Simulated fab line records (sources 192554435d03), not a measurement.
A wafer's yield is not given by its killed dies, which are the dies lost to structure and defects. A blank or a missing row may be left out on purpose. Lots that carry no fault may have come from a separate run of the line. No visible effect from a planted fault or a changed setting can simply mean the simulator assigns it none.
Lot-split experiment	flow n5 finfet	7 lots, 39 wafers read, on a route of 1938 steps

== ABOUT THE SPLIT ==
At N5_FIN_SAQP_HM_DEP_03 (deposits SiNx from SiH4/NH3/N2, target thk 38 nm, time 33.6 s), the setting time s was moved away from the recipe's 33.6 s on 15 of the 39 wafers read, by -58.1% to +39.6%. This setting was run at the recipe's value on the other wafers.

== FROM THE SPLIT TO THE READING: what the file shows between them, 8 steps ==
- N5_FIN_SAQP_THK_MEAS_05
- N5_FIN_SAQP_PECVD_47: deposits a-Si from SiH4/He, target thk 45 nm, time 36.3 s
- N5_FIN_SAQP_PECVD_48: deposits SiNx from SiH4/NH3/N2, target thk 25 nm, time 22.1 s
- N5_FIN_SAQP_MANDREL2_REMOVE_60: chemistry HBr/Cl2/O2, target a-Si, stops on SiNx, bt time 10 s
- N5_FIN_SAQP_HM_OPEN_33: chemistry CH3F/O2, target SiNx, target depth 49.4 nm, time 70.6 s
- N5_FIN_SAQP_ETCH_34: etches SiO2 in C4F6/O2, target depth 45 nm, time 15 s
- N5_FIN_SAQP_STRIP_77: strips in N2/H2, time 90 s
- N5_FIN_SAQP_ETCH_64: etches SiO2 in CF4, target depth 1.5 nm

== THE READING ==
SiNx_of_FIN_SAQP_HM_DEP_03.thk nm (the simulator's own value, which no gauge read), in nm, at N5_FIN_SAQP_FIN_ETCH_36 (etches the open film in HBr/Cl2/O2, target depth 120 nm, time 50.4 s). The file gives no usual value for it. Here, 24 wafers ran the recipe; their average is 21.1 nm with a standard deviation of 0.68 nm.

wafer	tool, chamber at the split	time s as run, s	against the recipe	SiNx_of_FIN_SAQP_HM_DEP_03.thk nm, nm	against lot-mates on the recipe
L075.1	pecvd-04, 1	14.88	-55.7%	0.2	-20.9
L075.2	pecvd-04, 0	14.88	-55.7%	0.4	-20.7
L075.3	pecvd-04, 2	14.88	-55.7%	0	-21.1
L075.4	pecvd-04, 1	33.6	recipe	20.8	-
L075.5	pecvd-04, 2	33.6	recipe	22	-
L075.6	pecvd-04, 0	33.6	recipe	20.4	-
L078.1	pecvd-01, 1	27.27	-18.8%	13.6	-6.4
L078.2	pecvd-01, 2	33.6	recipe	19.6	-
L078.3	pecvd-01, 0	33.6	recipe	20.4	-
L078.4	pecvd-01, 0	27.27	-18.8%	13.8	-6.2
L078.5	pecvd-01, 1	27.27	-18.8%	14	-6.0
L078.6	pecvd-01, 2	33.6	recipe	20	-
L080.1	pecvd-04, 0	33.6	recipe	20.2	-
L080.2	pecvd-04, 2	33.6	recipe	21.4	-
L080.3	pecvd-04, 1	33.6	recipe	21	-
L080.4	pecvd-04, 2	14.09	-58.1%	0	-20.9
L080.5	pecvd-04, 0	14.09	-58.1%	0	-20.9
L080.6	pecvd-04, 1	14.09	-58.1%	0	-20.9
L084.2	pecvd-03, 1	33.6	recipe	21	-
L084.4	pecvd-03, 1	33.6	recipe	21.2	-
L084.6	pecvd-03, 2	33.6	recipe	20.8	-
L088.1	pecvd-04, 2	33.6	recipe	22	-
L088.2	pecvd-04, 1	46.92	+39.6%	36	+14.3
L088.3	pecvd-04, 0	33.6	recipe	21	-
L088.4	pecvd-04, 0	46.92	+39.6%	36.6	+14.9
L088.6	pecvd-04, 2	46.92	+39.6%	36.6	+14.9
L088.5	pecvd-04, 1	33.6	recipe	22.2	-
L096.1	pecvd-01, 1	33.6	recipe	21.4	-
L096.2	pecvd-01, 2	33.6	recipe	21.4	-
L096.3	pecvd-01, 0	33.6	recipe	21.6	-
L096.4	pecvd-01, 2	33.6	recipe	21.6	-
L096.6	pecvd-01, 1	33.6	recipe	21.6	-
L096.5	pecvd-01, 0	33.6	recipe	22.2	-
L097.1	pecvd-03, 1	18.63	-44.6%	3.4	-17.5
L097.2	pecvd-03, 0	33.6	recipe	20.6	-
L097.3	pecvd-03, 2	18.63	-44.6%	4	-16.9
L097.5	pecvd-03, 1	18.63	-44.6%	4	-16.9
L097.4	pecvd-03, 2	33.6	recipe	21.4	-
L097.6	pecvd-03, 0	33.6	recipe	20.8	-

FIT RESULTS
A straight line over all 39 wafers: SiNx_of_FIN_SAQP_HM_DEP_03.thk nm changes by +0.376 nm for each +1% of time s; r = +1.00; the points scatter about the line by 0.63 nm.
The same after taking each lot's own level away (the mean of its wafers on the recipe; 39 wafers): +0.37 nm for each +1%; r = +1.00; scatter 0.5 nm.
Per that fit: largest time s move, reading shift of 21 nm.
The span of the lots' own levels, 20.00 to 21.73 nm, comes to 2.6 times the standard deviation stated above.
The two slopes agree, so the slope changes little with the lot-to-lot level.
Check: with one of the wafers moved furthest among these (-58.1%) left out of the fit, the line predicts -21.5 nm for it against its lot-mates. It came out at -20.9 nm against them.

== THE WHOLE CHAIN: every reading that the file lists as answering this split, in the file's order ==
step	what it does	reading	change (the file's fit)	r (the file's)
N5_FIN_SAQP_HM_DEP_03	deposits SiNx from SiH4/NH3/N2, target thk 38 nm, time 33.6 s	SiNx_of_FIN_SAQP_HM_DEP_03.thk nm (the simulator's own value, which no gauge read)	+0.379 nm for each +1% of the setting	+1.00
N5_FIN_SAQP_THK_MEAS_05		thk nm	withheld for each +1% of the setting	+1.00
N5_FIN_SAQP_HM_OPEN_33	chemistry CH3F/O2, target SiNx, target depth 49.4 nm, time 70.6 s	etch rf on time s	withheld for each +1% of the setting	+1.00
N5_FIN_SAQP_HM_OPEN_33	chemistry CH3F/O2, target SiNx, target depth 49.4 nm, time 70.6 s	etch.depth nm (the simulator's own value, which no gauge read)	+0.379 nm for each +1% of the setting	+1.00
N5_FIN_SAQP_FIN_ETCH_36	etches the open film in HBr/Cl2/O2, target depth 120 nm, time 50.4 s	SiNx_of_FIN_SAQP_HM_DEP_03.thk nm (the simulator's own value, which no gauge read)	+0.369 nm for each +1% of the setting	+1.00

== FILE'S OWN FIT ==
SiNx_of_FIN_SAQP_HM_DEP_03.thk nm changes by +0.369 nm for each +1% of time s, r = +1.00.
